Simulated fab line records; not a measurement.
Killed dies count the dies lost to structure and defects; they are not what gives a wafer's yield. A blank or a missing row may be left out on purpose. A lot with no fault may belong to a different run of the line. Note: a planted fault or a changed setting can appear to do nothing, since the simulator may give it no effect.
Matching of chambers / flow n5-finfet / 3 sister chambers for N5_BEOL_M1_ILD_DEP_00 on pecvd-04
The step deposits SiOC from DEMS/O2, target thk 79 nm, time 15.3 s. 6 wafers are shown with their chamber, then 7 later ones without.

WAFERS PAIRED WITH THEIR CHAMBERS
wafer=L075.1; chamber=2; throttle-valve-pct (%)=12.9; showerhead-vpp-V (V)=1380
wafer=L074.5; chamber=2; throttle-valve-pct (%)=12.9; showerhead-vpp-V (V)=1387
wafer=L081.3; chamber=0; throttle-valve-pct (%)=11.1; showerhead-vpp-V (V)=1216
wafer=L081.6; chamber=0; throttle-valve-pct (%)=11.2; showerhead-vpp-V (V)=1247
wafer=L088.2; chamber=1; throttle-valve-pct (%)=11.6; showerhead-vpp-V (V)=1341
wafer=L088.3; chamber=1; throttle-valve-pct (%)=11.5; showerhead-vpp-V (V)=1362

WAFERS MISSING THEIR CHAMBER
wafer=L088.4; throttle-valve-pct (%)=11.5; showerhead-vpp-V (V)=1239
wafer=L097.2; throttle-valve-pct (%)=11.4; showerhead-vpp-V (V)=1217
wafer=L097.3; throttle-valve-pct (%)=11.1; showerhead-vpp-V (V)=1412
wafer=L097.5; throttle-valve-pct (%)=11.1; showerhead-vpp-V (V)=1380
wafer=L096.3; throttle-valve-pct (%)=11.3; showerhead-vpp-V (V)=1243
wafer=L096.4; throttle-valve-pct (%)=11.8; showerhead-vpp-V (V)=1339
wafer=L096.5; throttle-valve-pct (%)=11.0; showerhead-vpp-V (V)=1385

WHICH CHAMBER EACH WENT THROUGH
wafer=L088.4; from the rows above=can't be placed: 0 or 1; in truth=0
wafer=L097.2; from the rows above=0; in truth=0
wafer=L097.3; from the rows above=1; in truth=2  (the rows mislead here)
wafer=L097.5; from the rows above=can't be placed: 1 or 0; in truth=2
wafer=L096.3; from the rows above=0; in truth=0
wafer=L096.4; from the rows above=1; in truth=1
wafer=L096.5; from the rows above=can't be placed: 1 or 0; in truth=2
Correct placement for 3 of the 7. These rows do not allow placing 3 (true chamber among the candidates in 1). Number placed wrongly: 1.
How it was worked out, from the rows above alone: a wafer's distance from a chamber is the root of the sum, over the readings, of the square of ((its reading less the chamber's mean) divided by the reading's scatter). If the next closest chamber is less than 2 further off than the closest, the wafer can't be placed; otherwise it belongs to the closest. Each chamber's mean is taken over the wafers shown for it. The scatter: take each reading less its chamber's mean, square it, sum over the shown wafers, divide by the number of wafers less the number of chambers, and take the root.
